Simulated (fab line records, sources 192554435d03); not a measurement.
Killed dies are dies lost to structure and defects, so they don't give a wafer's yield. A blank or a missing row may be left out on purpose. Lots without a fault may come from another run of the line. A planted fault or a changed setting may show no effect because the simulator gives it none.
Which tool did it? | flow n5_finfet | 10 lots, 30 wafers sampled, at 4 steps of a route of 1938

WHAT THE GAUGES READ, wafer by wafer
N5_BEOL_M4_RC_MEAS_101. Usual: DIBL_N 36.0 mV/V, standard deviation 2.5; DIBL_P 36.3 mV/V, standard deviation 2.8; IOFF_N 0.16 nA/um, standard deviation 0.042; IOFF_P 0.21 nA/um, standard deviation 0.045; ION_N 673 uA/um, standard deviation 15; ION_P 463 uA/um, standard deviation 8.1; SS_N 71.4 mV/dec, standard deviation 0.73; SS_P 73.3 mV/dec, standard deviation 0.92; VT_N 251 mV, standard deviation 4.1; VT_P -250 mV, standard deviation 3.4.
lot  | measured     | on        | DIBL_N (mV/V)  | DIBL_P (mV/V)  | IOFF_N (nA/um) | IOFF_P (nA/um) | ION_N (uA/um) | ION_P (uA/um) | SS_N (mV/dec)  | SS_P (mV/dec)  | VT_N (mV)   | VT_P (mV)      | flag
L514 | day 8 05:23  | prober-02 | 33.3 35.8 31.7 | 32.8 35.1 30.5 | 0.12 0.15 0.10 | 0.16 0.18 0.13 | 678 681 659   | 463 459 453   | 70.7 70.5 69.4 | 72.5 73.2 71.0 | 253 251 256 | -254 -255 -257 |
L515 | day 8 02:01  | prober-01 | 34.4 34.8 34.3 | 34.2 34.2 33.2 | 0.14 0.14 0.13 | 0.20 0.21 0.19 | 661 662 651   | 462 463 459   | 71.1 71.2 71.4 | 72.6 72.7 72.0 | 253 250 252 | -250 -251 -251 |
L519 | day 9 09:12  | prober-01 | 34.9 38.7 33.5 | 36.7 41.8 35.7 | 0.14 0.22 0.13 | 0.19 0.27 0.19 | 651 687 681   | 447 470 466   | 70.6 72.4 71.0 | 73.5 75.0 72.7 | 250 247 251 | -250 -250 -251 |
L520 | day 9 11:40  | prober-01 | 37.6 40.1 35.6 | 36.5 38.8 33.6 | 0.16 0.22 0.14 | 0.23 0.28 0.19 | 686 702 674   | 471 476 464   | 72.0 71.3 70.8 | 73.0 73.4 71.6 | 248 243 250 | -247 -246 -250 |
L522 | day 10 01:33 | prober-01 | 34.2 36.0 34.7 | 35.2 37.6 36.7 | 0.16 0.18 0.15 | 0.23 0.27 0.25 | 682 687 667   | 471 472 469   | 70.8 71.3 71.9 | 72.9 74.4 72.9 | 246 248 253 | -246 -245 -248 |
L523 | day 10 07:29 | prober-01 | 35.6 36.1 33.2 | 37.7 37.7 33.2 | 0.14 0.15 0.10 | 0.19 0.20 0.14 | 665 675 659   | 460 462 450   | 71.2 71.2 70.2 | 72.9 73.2 72.7 | 256 252 258 | -253 -251 -257 |
L528 | day 11 13:10 | prober-02 | 37.6 38.5 38.4 | 37.1 38.4 37.4 | 0.15 0.18 0.15 | 0.21 0.25 0.21 | 679 692 668   | 462 474 459   | 72.0 71.8 72.0 | 73.2 73.8 74.4 | 253 248 250 | -251 -249 -249 |
L533 | day 12 17:15 | prober-02 | 36.9 36.6 36.6 | 37.6 37.1 38.0 | 0.16 0.15 0.18 | 0.23 0.23 0.25 | 681 660 686   | 467 459 473   | 71.5 71.2 71.6 | 73.4 73.1 74.0 | 251 251 247 | -247 -248 -245 |
L532 | day 12 23:50 | prober-02 | 37.8 37.6 41.4 | 37.4 36.8 42.1 | 0.16 0.15 0.22 | 0.20 0.19 0.28 | 669 669 677   | 454 452 463   | 71.5 71.2 73.0 | 73.2 72.4 73.5 | 250 252 248 | -253 -254 -248 |
L534 | day 13 04:50 | prober-01 | 39.0 35.4 38.2 | 39.9 35.2 38.7 | 0.23 0.15 0.19 | 0.25 0.18 0.23 | 691 669 692   | 460 452 466   | 73.0 71.5 72.7 | 74.0 73.2 74.3 | 245 253 250 | -250 -254 -251 |

WHICH TOOL RAN EACH LOT (tool, then ch and the chambers of the sampled wafers, then the start)
lot  | N5_BEOL_M3_ANNEAL_89         | N5_BEOL_M3_SPUTTER_90        | N5_BEOL_M3_CMP_52
L514 | pvd_sputter-03, day 7 12:01  | pvd_sputter-03, day 7 12:10  | cmp-03 ch 0,1,3, day 7 14:55
L515 | pvd_sputter-02, day 7 14:26  | pvd_sputter-02, day 7 14:34  | cmp-01 ch 1,2,3, day 7 16:08
L519 | pvd_sputter-03, day 8 18:37  | pvd_sputter-03, day 8 18:46  | cmp-03 ch 0,1, day 8 20:11
L520 | pvd_sputter-02, day 8 22:26  | pvd_sputter-02, day 8 22:34  | cmp-03 ch 1,2,3, day 8 23:46
L522 | pvd_sputter-03, day 9 13:00  | pvd_sputter-03, day 9 13:08  | cmp-03 ch 0,1,3, day 9 14:29
L523 | pvd_sputter-03, day 9 17:42  | pvd_sputter-03, day 9 17:50  | cmp-02 ch 0,1,3, day 9 19:02
L528 | pvd_sputter-01, day 10 23:38 | pvd_sputter-01, day 10 23:47 | cmp-02 ch 0,2,3, day 11 00:56
L533 | pvd_sputter-03, day 12 06:56 | pvd_sputter-03, day 12 07:04 | cmp-03 ch 0,1,3, day 12 08:16
L532 | pvd_sputter-01, day 12 10:35 | pvd_sputter-01, day 12 10:43 | cmp-01 ch 1,2, day 12 13:28
L534 | pvd_sputter-03, day 12 13:29 | pvd_sputter-03, day 12 13:38 | cmp-01 ch 0,1,2, day 12 14:47
- N5_BEOL_M3_ANNEAL_89: time 240 s.
- N5_BEOL_M3_SPUTTER_90: material Cu, target thk 4.5 nm, time 8.29 s.
- N5_BEOL_M3_CMP_52: polishes, stops on SiOC, t overpolish 6.8 s, target thk 40 nm.

WHAT THE TOOLS THEMSELVES READ (means of the sampled wafers that have a number; where no wafer has one, the mark that the record gives instead)
N5_BEOL_M3_ANNEAL_89. Usual: heater_power_w 798 W, standard deviation 79.
lot  | tool           | heater_power_w (W) | flag
L514 | pvd_sputter-03 | 755                |
L515 | pvd_sputter-02 | 844                |
L519 | pvd_sputter-03 | 742                |
L520 | pvd_sputter-02 | 855                |
L522 | pvd_sputter-03 | 766                |
L523 | pvd_sputter-03 | 754                |
L528 | pvd_sputter-01 | 745                |
L533 | pvd_sputter-03 | 766                |
L532 | pvd_sputter-01 | 823                |
L534 | pvd_sputter-03 | 759                |

N5_BEOL_M3_SPUTTER_90. Usual: chuck_gas_flow_sccm 1.27 sccm, standard deviation 0.056; throttle_valve_pct 29.9 %, standard deviation 1.5.
lot  | tool           | chuck_gas_flow_sccm (sccm) | throttle_valve_pct (%) | flag
L514 | pvd_sputter-03 | 1.22                       | 31.8                   |
L515 | pvd_sputter-02 | 1.29                       | 31.2                   |
L519 | pvd_sputter-03 | 1.27                       | 29.9                   |
L520 | pvd_sputter-02 | 1.31                       | 31.0                   |
L522 | pvd_sputter-03 | 1.21                       | 30.4                   |
L523 | pvd_sputter-03 | 1.28                       | 30.2                   |
L528 | pvd_sputter-01 | 1.24                       | 29.0                   |
L533 | pvd_sputter-03 | 1.31                       | 28.9                   |
L532 | pvd_sputter-01 | 1.27                       | 29.6                   |
L534 | pvd_sputter-03 | 1.27                       | 30.1                   |

N5_BEOL_M3_CMP_52. Usual: barrier_field_endpoint_s 24.6 s, standard deviation 0.83; head_pressure_psi 0.9999 psi, standard deviation 0.0022; motor_current_A 5.9 A, standard deviation 0.68; overpolish_run_s 6.801 s, standard deviation 0.0091; pad_life_wafers 926, standard deviation 680; slurry_flow_ml_min 150.1, standard deviation 0.46; time_to_endpoint_s 63 s, standard deviation 4.5.
lot  | tool   | barrier_field_endpoint_s (s) | head_pressure_psi (psi) | motor_current_A (A) | overpolish_run_s (s) | pad_life_wafers | slurry_flow_ml_min | time_to_endpoint_s (s) | flag
L514 | cmp-03 | 24.8                         | 0.9996                  | 5.3                 | 6.800                | 1610            | 150.0              | 66                     |
L515 | cmp-01 | 24.6                         | 1.0007                  | 5.6                 | 6.805                | 1952            | 150.2              | 63                     |
L519 | cmp-03 | 24.6                         | 0.9993                  | 5.6                 | 6.805                | 1927            | 150.2              | 61                     |
L520 | cmp-03 | 17.5                         | 1.0021                  | 6.0                 | 6.804                | 1970            | 149.4              | 46                     | OFF
L522 | cmp-03 | 19.9                         | 1.0024                  | 5.5                 | 6.807                | 50              | 150.6              | 48                     | OFF
L523 | cmp-02 | 23.8                         | 1.0011                  | 6.8                 | 6.794                | 158             | 150.2              | 61                     |
L528 | cmp-02 | 24.9                         | 0.9994                  | 6.6                 | 6.803                | 403             | 149.8              | 62                     |
L533 | cmp-03 | 23.8                         | 0.9979                  | 5.4                 | 6.806                | 542             | 149.8              | 57                     |
L532 | cmp-01 | 25.0                         | 0.9979                  | 5.5                 | 6.812                | 842             | 149.8              | 63                     |
L534 | cmp-01 | 24.7                         | 0.9993                  | 5.4                 | 6.797                | 859             | 150.2              | 66                     |

THE ANSWER, worked out from the rows above alone
Rule: a lot is off if the mean of its wafers that have a number lies more than 3 standard deviations from the usual mean. A lot without any number at a reading at which 4 lots or more have one is off too. The other lots that the step has rows for count as sound. The gauges are gone through in route order, then the tools' own readings, and for those a lot's mean is taken as printed above. The first step at which some lot is off is used, and at that step the reading that is off furthest; a lot without a number counts as furthest.
Off: L520, L522, at N5_BEOL_M3_CMP_52 (barrier_field_endpoint_s).
A tool fits if, at that step or a process step before it, it ran every lot that is off, and no sound lot after the first of them. None of those tried fits.

WHAT THE SIMULATOR HAD PUT IN
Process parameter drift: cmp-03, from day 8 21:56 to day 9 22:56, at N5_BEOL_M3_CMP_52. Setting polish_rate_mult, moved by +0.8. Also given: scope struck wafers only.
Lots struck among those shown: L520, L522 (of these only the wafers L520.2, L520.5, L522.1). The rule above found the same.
